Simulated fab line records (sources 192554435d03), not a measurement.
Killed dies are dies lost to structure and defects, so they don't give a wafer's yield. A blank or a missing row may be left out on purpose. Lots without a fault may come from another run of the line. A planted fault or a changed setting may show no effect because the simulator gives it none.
fab line records    flow n5Finfet
[record] lots = 9  wafers = 27  lastDay = 20
route steps=1938 shown BEOL_M4@1111 BEOL_M7@1297 PASSIVATION@1936
lots that met no fault: taken from a fault-free run of the same line
startH: hours from the record's opening day to when the first of the lot's shown wafers began    waitH: time in hours since the lot's previous step    " unchanged from the row above    L1.1+2: a single row standing in for several wafers    - no value, or no start was given    * or withheld: withheld    < > ~ a bound
route shown NAME@n: names a module that has steps shown in the file, with the first one's number in the route    usual: mean and standard deviation over wafers with no fault    same: alike in all rows    chamber/n: place in a boat    sites: per-site readings    _std_site: how widely they spread, as a standard deviation    _edge_site: outer sites' mean less inner sites'    radiusMm: for every site, how far away it sits from the centre of the wafer    mask NAME#n: copy n    behind: the last tool/chamber to shape the wafer    hold: the reason the lot was held/the length of the hold in hours/how it ended    device: which transistor (n, p or np) failed to switch    end of line: the tests these same wafers got at the end of their route    a step given without rows: its recipe and nothing more    killed: at the first sort, the dies lost to defects and structure; wafer yield is something else    map: a wafer's dies, marking killed ones x, the rest . and places with no die _
set.NAME: the setting as run; set.NAME@STEP: as run at that earlier step    model.NAME: the simulator's own value behind a step, which no gauge read
route steps across a sampled set of lots; one table per step, one row per wafer
services: a tool's chamber out of use, with start hour (startH, from the record's first day; less than 0 if before it), hours out, and reason
[[steps]]
[step N5_BEOL_M4_RC_MEAS_101]
[usual] DIBL_N = 36.6/1.3  DIBL_P = 36.4/1.4  IOFF_N = 0.167/0.023  IOFF_P = 0.219/0.029  ION_N = 678/8.7  ION_P = 464/6.4  SS_N = 71.5/0.53  SS_P = 73.4/0.57  VT_N = 248.5/2.8  VT_P = -249/3.1
lot.wafer  tool       chamber  startH  waitH  DIBL_N[mV/V]  DIBL_P[mV/V]  IOFF_N[nA/um]  IOFF_P[nA/um]  ION_N[uA/um]  ION_P[uA/um]  SS_N[mV/dec]  SS_P[mV/dec]  VT_N[mV]  VT_P[mV]
L175.2     prober-01  0        233.17  0.2    36.8          37.2          0.144          0.192          676           460           71.5          73.0          251.5     -252
L175.5     "          0        "       "      36.2          36.7          0.149          0.185          678           460           71.3          73.2          251.0     -256
L175.6     "          0        "       "      35.3          35.4          0.128          0.163          675           452           71.1          72.7          253.6     -255
L180.2     prober-02  0        290.19  0.2    35.6          34.4          0.148          0.192          673           458           70.7          73.2          250.9     -250
L180.3     "          0        "       "      36.8          36.1          0.175          0.229          687           468           71.4          73.6          248.2     -248
L180.4     "          0        "       "      35.9          35.5          0.152          0.214          671           464           71.7          73.0          248.8     -248
L183.2     prober-02  0        296.83  0.2    37.3          36.1          0.187          0.241          675           464           72.4          73.5          248.6     -245
L183.3     "          0        "       "      38.8          38.8          0.219          0.290          681           468           72.3          75.0          245.4     -244
L183.5     "          0        "       "      37.2          35.9          0.182          0.238          669           459           72.7          73.2          246.7     -246
L177.3     prober-01  0        300.31  0.3    35.0          35.7          0.166          0.218          672           460           71.2          72.8          247.8     -251
L177.4     "          0        "       "      37.5          38.7          0.216          0.273          671           466           71.8          73.4          248.1     -248
L177.5     "          0        "       "      36.5          37.6          0.195          0.262          671           469           71.5          74.1          247.5     -249
L181.1     prober-01  0        305.05  0.0    35.5          37.1          0.165          0.201          674           460           71.6          74.1          248.2     -253
L181.4     "          0        "       "      36.0          38.0          0.177          0.215          673           457           71.8          74.1          249.4     -253
L181.6     "          0        "       "      36.7          38.3          0.189          0.210          670           455           72.2          74.1          247.0     -251
L184.2     prober-01  0        317.16  0.2    36.7          35.2          0.151          0.167          675           448           72.3          73.0          250.5     -255
L184.3     "          0        "       "      36.8          37.2          0.157          0.193          674           460           71.7          73.3          248.2     -254
L184.6     "          0        "       "      35.3          35.2          0.133          0.169          665           453           71.6          72.5          251.8     -252
L186.1     prober-02  0        332.15  0.0    35.9          35.4          0.156          0.219          675           464           70.9          73.2          246.8     -250
L186.2     "          0        "       "      35.2          35.2          0.148          0.225          681           472           70.5          73.5          249.7     -248
L186.6     "          0        "       "      36.6          36.0          0.169          0.230          681           466           70.9          73.4          246.5     -248
L191.1     prober-02  0        351.41  0.0    36.2          37.2          0.160          0.197          679           461           71.8          72.2          248.6     -252
L191.2     "          0        "       "      36.1          36.6          0.153          0.182          676           457           71.3          72.6          251.2     -250
L191.5     "          0        "       "      35.8          36.3          0.151          0.179          679           460           70.9          72.6          250.6     -252
L190.2     prober-01  0        358.47  0.2    38.3          39.0          0.231          0.281          704           477           71.8          74.7          242.5     -245
L190.3     "          0        "       "      37.2          36.4          0.193          0.235          689           468           71.3          74.4          245.3     -249
L190.6     "          0        "       "      37.2          36.5          0.188          0.234          690           468           71.6          73.3          245.2     -250
[step N5_BEOL_M7_OVL_MEAS_29]
[recipe] pointsPerWafer = 522
[usual] V6_OVL = -0.1/0.66
lot.wafer  tool        chamber  startH  waitH  V6_OVL[nm]
L175.2     overlay-02  0        258.00  0.0    -0.6
L175.5     "           0        "       "      -0.4
L175.6     "           0        "       "      0.0
L180.2     overlay-01  0        315.41  0.0    -0.2
L180.3     "           0        "       "      -0.4
L180.4     "           0        "       "      0.3
L183.2     overlay-01  0        324.57  0.0    -1.2
L183.3     "           0        "       "      -0.8
L183.5     "           0        "       "      -0.2
L177.3     overlay-01  0        330.04  0.0    0.1
L177.4     "           0        "       "      0.4
L177.5     "           0        "       "      0.5
L181.1     overlay-02  0        333.27  0.0    0.2
L181.4     "           0        "       "      0.6
L181.6     "           0        "       "      1.1
L184.2     overlay-01  0        343.00  0.0    -1.1
L184.3     "           0        "       "      -0.6
L184.6     "           0        "       "      -0.4
L186.1     overlay-02  0        360.82  0.0    -1.3
L186.2     "           0        "       "      -1.0
L186.6     "           0        "       "      -1.2
L191.1     overlay-01  0        375.23  0.0    0.3
L191.2     "           0        "       "      0.6
L191.5     "           0        "       "      0.5
L190.2     overlay-02  0        389.96  0.0    -0.7
L190.3     "           0        "       "      0.8
L190.6     "           0        "       "      0.6
[step N5_BEOL_M7_ALD_77]
[recipe] material = TaN  targetThkA = 20  tempC = 275  aldPrecursorFamily = PDMAT  aldCoReactant = NH3  pressureTorr = 3  carrierFlowSccm = 1500  pulseTimeS = 2  purgeTimeS = 3  coReactantPurgeTimeS = 2  coReactantPulseTimeS = 3  aldCycles = 40  precursorVesselTempC = 75  precursorVesselPressureTorr = 26.25  precursorVesselCarrierSccm = 1000
[usual] aldCycles = 40/0  chamberPressureTorr = 2.999/0.0068  heaterPowerW = 407/55  mfcCarrierSccm = 1500/4.4  precursorVesselTempC = 74.99/0.12
lot.wafer  tool         chamber  startH  waitH  aldCycles  chamberPressureTorr  heaterPowerW  mfcCarrierSccm  precursorVesselTempC
L175.2     aldMetal-03  0        260.02  0.1    40         2.996                482           1497            75.01
L175.5     "            0        "       "      40         2.997                487           1494            75.11
L175.6     "            3        "       "      40         2.985                366           1498            74.97
L180.2     aldMetal-04  3        317.03  0.2    40         2.999                378           1501            75.02
L180.3     "            2        "       "      40         2.994                407           1501            74.77
L180.4     "            0        "       "      40         2.998                337           1496            75.07
L183.2     aldMetal-04  3        326.18  0.1    -          -                    -             -               -
L183.3     "            1        "       "      -          -                    -             -               -
L183.5     "            1        "       "      -          -                    -             -               -
L177.3     aldMetal-04  0        331.55  0.1    40         2.993                340           1503            75.23
L177.4     "            2        "       "      40         3.005                413           1500            74.98
L177.5     "            0        "       "      40         2.993                333           1507            75.29
L181.1     aldMetal-04  0        334.41  0.0    -          -                    -             -               -
L181.4     "            3        "       "      -          -                    -             -               -
L181.6     "            1        "       "      -          -                    -             -               -
L184.2     aldMetal-04  2        344.20  0.1    40         3.015                415           1510            75.06
L184.3     "            0        "       "      40         2.987                339           1494            75.21
L184.6     "            3        "       "      40         3.000                375           1505            74.73
L186.1     aldMetal-01  1        362.62  0.0    40         2.988                344           1500            75.10
L186.2     "            2        "       "      40         2.999                431           1495            74.75
L186.6     "            0        "       "      40         2.993                472           1498            75.01
L191.1     aldMetal-04  3        378.15  0.0    40         2.996                388           1495            75.03
L191.2     "            0        "       "      40         2.991                340           1506            75.07
L191.5     "            2        "       "      40         3.000                414           1499            75.16
L190.2     aldMetal-01  0        391.98  0.0    40         3.003                476           1499            74.96
L190.3     "            3        "       "      40         3.001                414           1501            75.02
L190.6     "            1        "       "      40         2.998                340           1505            74.95
[step N5_BEOL_M7_SPUTTER_48]
[recipe] material = Cu  targetThkA = 100  tempC = -20  biasV = 60  powerW = 26000  chamberPressurePa = 0.13  timeS = 1.667
[usual] chamberPressurePa = 0.12999/0.00024  throttleValvePct = 29.8/1.2
lot.wafer  tool           chamber  startH  waitH  chamberPressurePa  throttleValvePct
L175.2     pvdSputter-03  -        260.58  0.1    0.12963            29.1
L175.5     "              -        "       "      0.13028            31.0
L175.6     "              -        "       "      0.12991            32.1
L180.2     pvdSputter-01  -        319.19  0.5    0.13002            28.8
L180.3     "              -        "       "      0.1301             30.6
L180.4     "              -        "       "      0.12996            28.0
L183.2     pvdSputter-02  -        326.92  0.1    0.12994            31.3
L183.3     "              -        "       "      0.13026            30.2
L183.5     "              -        "       "      0.13046            28.5
L177.3     pvdSputter-03  -        333.65  0.1    0.12972            31.0
L177.4     "              -        "       "      0.1303             29.3
L177.5     "              -        "       "      0.13021            32.4
L181.1     pvdSputter-03  -        335.57  0.2    0.12998            30.9
L181.4     "              -        "       "      0.12968            29.4
L181.6     "              -        "       "      0.13007            32.1
L184.2     pvdSputter-01  -        344.74  0.1    0.12987            27.9
L184.3     "              -        "       "      0.12985            28.8
L184.6     "              -        "       "      0.12985            28.8
L186.1     pvdSputter-01  -        363.47  0.2    0.13009            29.0
L186.2     "              -        "       "      0.12972            30.0
L186.6     "              -        "       "      0.13003            30.1
L191.1     pvdSputter-03  -        378.68  0.1    0.13034            28.9
L191.2     "              -        "       "      0.13006            29.1
L191.5     "              -        "       "      0.13               29.3
L190.2     pvdSputter-01  -        392.85  0.3    0.12975            29.0
L190.3     "              -        "       "      0.12984            30.3
L190.6     "              -        "       "      0.12954            29.5
[step N5_BEOL_M7_ANNEAL_51]
[recipe] tempC = 225  timeS = 90  ambient = N2
[usual] wafer_temp_C_max = 226.0/0.33
lot.wafer  tool          chamber  startH  waitH  wafer_temp_C_max
L175.2     rtpAnneal-02  0        260.84  0.1    226.6
L175.5     "             0        "       "      225.9
L175.6     "             0        "       "      226.1
L180.2     rtpAnneal-01  0        319.44  0.1    225.5
L180.3     "             0        "       "      226.0
L180.4     "             0        "       "      226.0
L183.2     rtpAnneal-02  0        327.48  0.4    226.1
L183.3     "             0        "       "      226.2
L183.5     "             0        "       "      226.2
L177.3     rtpAnneal-02  0        334.27  0.5    226.1
L177.4     "             0        "       "      225.9
L177.5     "             0        "       "      226.4
L181.1     rtpAnneal-01  0        335.78  0.1    226.3
L181.4     "             0        "       "      225.8
L181.6     "             0        "       "      225.5
L184.2     rtpAnneal-02  0        345.01  0.1    226.5
L184.3     "             0        "       "      226.5
L184.6     "             0        "       "      226.2
L186.1     rtpAnneal-01  0        364.08  0.5    225.6
L186.2     "             0        "       "      225.7
L186.6     "             0        "       "      225.7
L191.1     rtpAnneal-01  0        378.89  0.1    226.1
L191.2     "             0        "       "      225.8
L191.5     "             0        "       "      226.0
L190.2     rtpAnneal-02  0        393.28  0.3    226.1
L190.3     "             0        "       "      226.6
L190.6     "             0        "       "      226.7
[step N5_BEOL_M7_CMP_52]
[recipe] stopOn = SiCOH_lowk  tOverpolishS = 6.9  downForcePsi = 1  platenRpm = 50  clearingPlatenDownForcePsi = 1.5  clearingPlatenRpm = 50  postCmpClean = cuAlkaline  targetThkNm = 80  clearingPlatenPadVelocityMS = 0.99484  padVelocityMS = 0.99484
[usual] barrierFieldEndpointS = 28.8/0.67  motorCurrentA = 5.8/0.65
lot.wafer  tool    chamber  startH  waitH  barrierFieldEndpointS  motorCurrentA
L175.2     cmp-04  3        261.13  0.2    28.8                   6.1
L175.6     "       2        "       "      29.4                   6.0
L175.5     "       3        "       "      29.0                   6.0
L180.3     cmp-04  2        319.73  0.2    28.7                   6.1
L180.2     "       3        "       "      28.4                   6.2
L180.4     "       0        "       "      27.8                   7.0
L183.2     cmp-04  2        327.74  0.2    26.2                   5.9
L183.3     "       3        "       "      26.6                   6.4
L183.5     "       3        "       "      26.4                   6.2
L177.4     cmp-02  2        334.48  0.1    28.5                   6.0
L177.3     "       1        "       "      28.7                   6.9
L177.5     "       2        "       "      28.7                   5.5
L181.1     cmp-04  2        336.07  0.3    26.8                   6.3
L181.4     "       1        "       "      26.5                   5.0
L181.6     "       2        "       "      26.7                   6.4
L184.2     cmp-02  1        345.27  0.2    28.1                   6.5
L184.3     "       3        "       "      28.0                   5.4
L184.6     "       2        "       "      29.0                   5.7
L186.1     cmp-01  0        364.39  0.3    28.8                   4.9
L186.2     "       1        "       "      28.8                   6.6
L186.6     "       1        "       "      28.9                   6.2
L191.1     cmp-01  3        379.26  0.3    28.3                   4.6
L191.2     "       0        "       "      28.0                   4.8
L191.5     "       1        "       "      28.2                   6.3
L190.2     cmp-01  0        393.54  0.2    29.3                   4.7
L190.3     "       1        "       "      30.0                   6.5
L190.6     "       0        "       "      29.5                   4.9
[step N5_PASSIVATION_PROBE_49]
[usual] defectLimitedYield = 91.6/1.6  killed_at_M0_to_M3 = 32/9.7  killed_at_M4_up = 13/4.4  killedAtContacts = 12/6.5  killedAtFrontEnd = 38/12  killedAtOther = 3.7/3  killedDies = 99/18  killedOnRim = 13/3.9  killedOpen = 66/14  killedShort = 32/7.5  sort_bin_4_leakage = 0/0  sort_bin_5_function = 4.9/1  sort_bin_6_memory = 3.2/0.73  sortNPass = 1081/18  sortYieldPct = 91.6/1.6
[same] grossDies = 1180  killedAtBackSide = 0  sort_bin_8_speed[%] = 0
lot.wafer  tool       chamber  startH  waitH  defectLimitedYield[%]  killed_at_M0_to_M3  killed_at_M4_up  killedAtContacts  killedAtFrontEnd  killedAtOther  killedDies  killedOnRim  killedOpen  killedShort  sort_bin_4_leakage[%]  sort_bin_5_function[%]  sort_bin_6_memory[%]  sortNPass  sortYieldPct[%]
L175.2     prober-02  -        329.30  0.1    89.2                   51                  7                13                57                0              128         15           78          49           0                      6.4                     4.2                   1052       89.2
L175.5     prober-02  -        329.45  0.2    91.2                   36                  5                14                46                3              104         19           64          40           0                      5.7                     2.9                   1076       91.2
L175.6     prober-02  -        329.50  0.3    88.1                   41                  12               24                60                4              141         11           90          51           0                      8.0                     3.8                   1039       88.1
L180.2     prober-01  -        389.96  0.1    91.3                   33                  19               10                39                2              103         15           76          27           0                      4.1                     4.5                   1077       91.3
L180.3     prober-01  -        390.01  0.1    94.3                   22                  6                7                 30                2              67          10           48          19           0                      3.4                     2.0                   1113       94.3
L180.4     prober-01  -        390.06  0.2    92.2                   43                  4                16                23                6              92          14           71          21           0                      4.2                     3.2                   1088       92.2
L183.2     prober-01  -        403.24  0.1    0                      54                  1060             15                51                0              1180        152          84          45           88.98                  6.3                     4.4                   0          0
L183.3     prober-01  -        403.29  0.1    0                      26                  1105             10                39                0              1180        152          58          25           92.88                  4.2                     2.7                   0          0
L183.5     prober-01  -        403.39  0.2    0                      33                  1092             19                35                1              1180        152          66          32           91.61                  4.7                     3.6                   0          0
L177.3     prober-02  -        408.41  0.1    93.6                   31                  16               2                 25                2              76          3            53          21           0                      4.2                     1.9                   1104       93.6
L177.4     prober-02  -        408.46  0.2    91.9                   24                  16               16                27                12             95          13           65          28           0                      4.7                     3.1                   1085       91.9
L177.5     prober-02  -        408.51  0.2    94.7                   20                  11               7                 19                6              63          9            37          23           0                      3.6                     1.8                   1117       94.7
L181.1     prober-01  -        418.70  0.0    0                      25                  1110             9                 34                2              1180        152          52          31           92.97                  4.5                     2.4                   0          0
L181.4     prober-01  -        418.85  0.2    0                      35                  1106             7                 29                3              1180        152          62          31           92.12                  4.7                     3.1                   0          0
L181.6     prober-01  -        418.95  0.3    0                      23                  1108             8                 40                1              1180        152          56          31           92.63                  4.3                     3.0                   0          0
L191.1     prober-02  -        454.09  0.0    91.0                   34                  11               14                45                2              106         14           62          40           0                      4.9                     3.4                   1074       91.0
L191.2     prober-02  -        454.14  0.1    88.6                   40                  24               16                53                2              135         20           85          47           0                      6.7                     4.7                   1045       88.6
L191.5     prober-02  -        454.29  0.2    91.7                   35                  19               12                29                3              98          14           75          23           0                      5.3                     2.8                   1082       91.7
// killed by level:class
L175.2 FIN_SAQP:geometricParticle:open=14 FIN_SAQP:geometricParticle:short=14 BEOL_M0_SAQP:geometricParticle:short=12 MOL_CONTACT_COAG:geometricParticle:open=11 BEOL_M3:geometricParticle:open=10 BEOL_M0_SAQP:geometricParticle:open=9 BEOL_M2:geometricParticle:open=7 BEOL_M1:geometricParticle:open=6
L175.5 FIN_SAQP:geometricParticle:open=12 MOL_CONTACT_COAG:geometricParticle:open=10 BEOL_M1:geometricParticle:open=10 FIN_SAQP:geometricParticle:short=9 STI_FIN_REVEAL:geometricParticle:open=7 BEOL_M0_SAQP:geometricParticle:open=6 DUMMY_GATE:geometricParticle:short=5 BEOL_M1:geometricParticle:short=5
L175.6 FIN_SAQP:geometricParticle:open=23 MOL_CONTACT_COAG:geometricParticle:open=20 BEOL_M0_SAQP:geometricParticle:short=20 FIN_SAQP:geometricParticle:short=10 BEOL_M0_SAQP:geometricParticle:open=9 GATE_CUT:geometricParticle:short=6 BEOL_M3:geometricParticle:open=6 STI_FIN_REVEAL:geometricParticle:open=5
L180.2 BEOL_M2:geometricParticle:open=11 FIN_SAQP:geometricParticle:open=10 MOL_CONTACT_COAG:geometricParticle:open=10 BEOL_M4:geometricParticle:open=10 STI_FIN_REVEAL:geometricParticle:open=6 GATE_CUT:geometricParticle:short=6 BEOL_M0_SAQP:geometricParticle:short=5 BEOL_M1:geometricParticle:open=5
L180.3 FIN_SAQP:geometricParticle:short=8 BEOL_M1:geometricParticle:open=7 FIN_SAQP:geometricParticle:open=5 MOL_CONTACT_COAG:geometricParticle:open=5 BEOL_M0_SAQP:geometricParticle:open=5 DUMMY_GATE:geometricParticle:open=4 STI_FIN_REVEAL:geometricParticle:open=4 BEOL_M0_SAQP:geometricParticle:short=4
L180.4 BEOL_M1:geometricParticle:open=16 MOL_CONTACT_COAG:geometricParticle:open=14 BEOL_M2:geometricParticle:open=7 STI_FIN_REVEAL:geometricParticle:open=7 BEOL_M0_SAQP:geometricParticle:open=6 BEOL_M0_SAQP:geometricParticle:short=5 FIN_SAQP:geometricParticle:open=4 PASS1_CAP:geometricParticle:short=4
L183.2 BEOL_M7:areaAld=1044 BEOL_M0_SAQP:geometricParticle:open=16 STI_FIN_REVEAL:geometricParticle:open=15 BEOL_M0_SAQP:geometricParticle:short=14 FIN_SAQP:geometricParticle:short=13 MOL_CONTACT_COAG:geometricParticle:open=12 FIN_SAQP:geometricParticle:open=8 BEOL_M3:geometricParticle:open=6
L183.3 BEOL_M7:areaAld=1090 FIN_SAQP:geometricParticle:open=17 MOL_CONTACT_COAG:geometricParticle:open=9 BEOL_M0_SAQP:geometricParticle:short=9 FIN_SAQP:geometricParticle:short=8 BEOL_M0_SAQP:geometricParticle:open=6 M7:areaAld=6 BEOL_M3:geometricParticle:open=5
L183.5 BEOL_M7:areaAld=1078 MOL_CONTACT_COAG:geometricParticle:open=18 BEOL_M3:geometricParticle:open=12 FIN_SAQP:geometricParticle:open=8 BEOL_M0_SAQP:geometricParticle:short=7 FIN_SAQP:geometricParticle:short=6 BEOL_M0_SAQP:geometricParticle:open=6 DUMMY_GATE:geometricParticle:open=4
L177.3 BEOL_M3:geometricParticle:open=13 BEOL_M1:geometricParticle:open=6 BEOL_M4:geometricParticle:open=5 GATE_CUT:geometricParticle:open=4 BEOL_M3:geometricParticle:short=4 FIN_SAQP:geometricParticle:short=3 FIN_SAQP:geometricParticle:open=3 DUMMY_GATE:geometricParticle:open=3
L177.4 MOL_CONTACT_COAG:geometricParticle:open=12 BEOL_M3:geometricParticle:open=10 DUMMY_GATE:geometricParticle:open=5 MIM_TOP_ETCH:geometricParticle:open=5 BEOL_M1:geometricParticle:open=5 PASS1_CAP:geometricParticle:short=5 BEOL_M3:geometricParticle:short=4 BEOL_M5:geometricParticle:open=4
L177.5 BEOL_M2:geometricParticle:open=8 STI_FIN_REVEAL:geometricParticle:open=4 MOL_CONTACT_COAG:geometricParticle:open=4 BEOL_M4:geometricParticle:open=4 STARTING-WAFER:geometricParticle:short=4 MOL_CONTACT_COAG:geometricParticle:short=3 BEOL_M0_SAQP:geometricParticle:short=3 MIM_TOP_ETCH:geometricParticle:open=3
L181.1 BEOL_M7:areaAld=1093 BEOL_M2:geometricParticle:open=10 GATE_CUT:geometricParticle:short=9 FIN_SAQP:geometricParticle:short=6 MOL_CONTACT_COAG:geometricParticle:open=6 BEOL_M3:geometricParticle:open=6 BEOL_M5:geometricParticle:open=6 STI_FIN_REVEAL:geometricParticle:open=5
L181.4 BEOL_M7:areaAld=1086 BEOL_M0:geometricParticle:open=9 BEOL_M2:geometricParticle:open=9 BEOL_M4:geometricParticle:open=8 GATE_CUT:geometricParticle:short=6 STI_FIN_REVEAL:geometricParticle:open=5 MOL_CONTACT_COAG:geometricParticle:open=5 BEOL_M3:geometricParticle:open=4
L181.6 BEOL_M7:areaAld=1087 FIN_SAQP:geometricParticle:short=10 GATE_CUT:geometricParticle:short=7 FIN_SAQP:geometricParticle:open=6 STI_FIN_REVEAL:geometricParticle:open=6 GATE_CUT:geometricParticle:open=6 BEOL_M2:geometricParticle:open=6 BEOL_M4:geometricParticle:open=6
L191.1 MOL_CONTACT_COAG:geometricParticle:open=12 BEOL_M0_SAQP:geometricParticle:short=11 BEOL_M0_SAQP:geometricParticle:open=10 FIN_SAQP:geometricParticle:open=7 GATE_CUT:geometricParticle:short=6 STI_FIN_REVEAL:geometricParticle:open=5 DUMMY_GATE:geometricParticle:open=5 BEOL_M2:geometricParticle:open=5
L191.2 STI_FIN_REVEAL:geometricParticle:open=16 MOL_CONTACT_COAG:geometricParticle:open=14 BEOL_M4:geometricParticle:open=12 BEOL_M0_SAQP:geometricParticle:short=10 BEOL_M0_SAQP:geometricParticle:open=9 BEOL_M3:geometricParticle:open=9 GATE_CUT:geometricParticle:short=7 STI_FIN_REVEAL:geometricParticle:short=6
L191.5 BEOL_M0_SAQP:geometricParticle:open=13 MOL_CONTACT_COAG:geometricParticle:open=11 STI_FIN_REVEAL:geometricParticle:open=8 BEOL_M0_SAQP:geometricParticle:short=8 BEOL_M4:geometricParticle:open=8 FIN_SAQP:geometricParticle:open=6 BEOL_M2:geometricParticle:open=4 BEOL_M3:geometricParticle:open=4
[[services]]
tool           chamber  startH  hours  kind
cmp-01         -        244.45  9.3    pm
cmp-02         -        255.89  0.6    repair
aldMetal-01    3        259.70  3.6    repair
cmp-01         -        262.96  1.1    repair
pvdSputter-02  -        265.13  12.8   repair
cmp-04         -        267.99  4.0    pm
cmp-04         -        271.99  -      consumableReplace:conditioner
cmp-04         -        271.99  -      consumableReplace:pad
cmp-02         -        275.61  1.5    repair
aldMetal-01    1        289.58  29.9   repair
cmp-02         -        295.52  9.9    pm
cmp-02         -        307.53  3.0    pm
aldMetal-03    -        311.42  6.0    pm
aldMetal-01    3        315.96  1.6    repair
cmp-01         -        323.34  3.7    repair
aldMetal-03    3        328.36  40.9   repair
cmp-01         -        331.12  4.0    pm
cmp-01         -        335.12  -      consumableReplace:conditioner
cmp-01         -        335.12  -      consumableReplace:pad
aldMetal-03    -        337.64  14.0   pm
aldMetal-01    2        343.01  6.1    repair
aldMetal-04    -        345.61  1.3    repair
pvdSputter-03  -        361.72  2.7    repair
cmp-02         -        383.83  4.0    pm
[[key]]
[firstSign] step = N5_BEOL_M7_ALD_77  reading = toolRecord  direction = missing
[effect] step = N5_BEOL_M7_CMP_52  reading = barrierFieldEndpointS  direction = down  sigmas = 3.4  usual = 28.8  struck = 26.5
[effect] step = N5_PASSIVATION_PROBE_49  reading = sort_bin_4_leakage  direction = up  sigmas = 99+  usual = 0  struck = 91.86
[moreKillsBornAt] N5_BEOL_M7_ALD_77@aldMetal-04 = 6504
metAt N5_BEOL_M7_ALD_77
struckLots L181,L183
laterRowsLeftOut L181.1,L181.4,L181.6,L183.2,L183.3,L183.5
notActingAt N5_BEOL_M7_OVL_MEAS_29,N5_BEOL_M7_SPUTTER_48,N5_BEOL_M7_ANNEAL_51
onsetBetween 317.03 326.18
[fault] kind = skippedStepWhole  tool = aldMetal-04  chamber = -  onsetH = 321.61  steps = N5_BEOL_M7_ALD_77  scope = struckLotsOnly
// laterRowsLeftOut: the simulator's readings of these wafers behind a module that went badly wrong aren't trusted and aren't shown, but for the sort
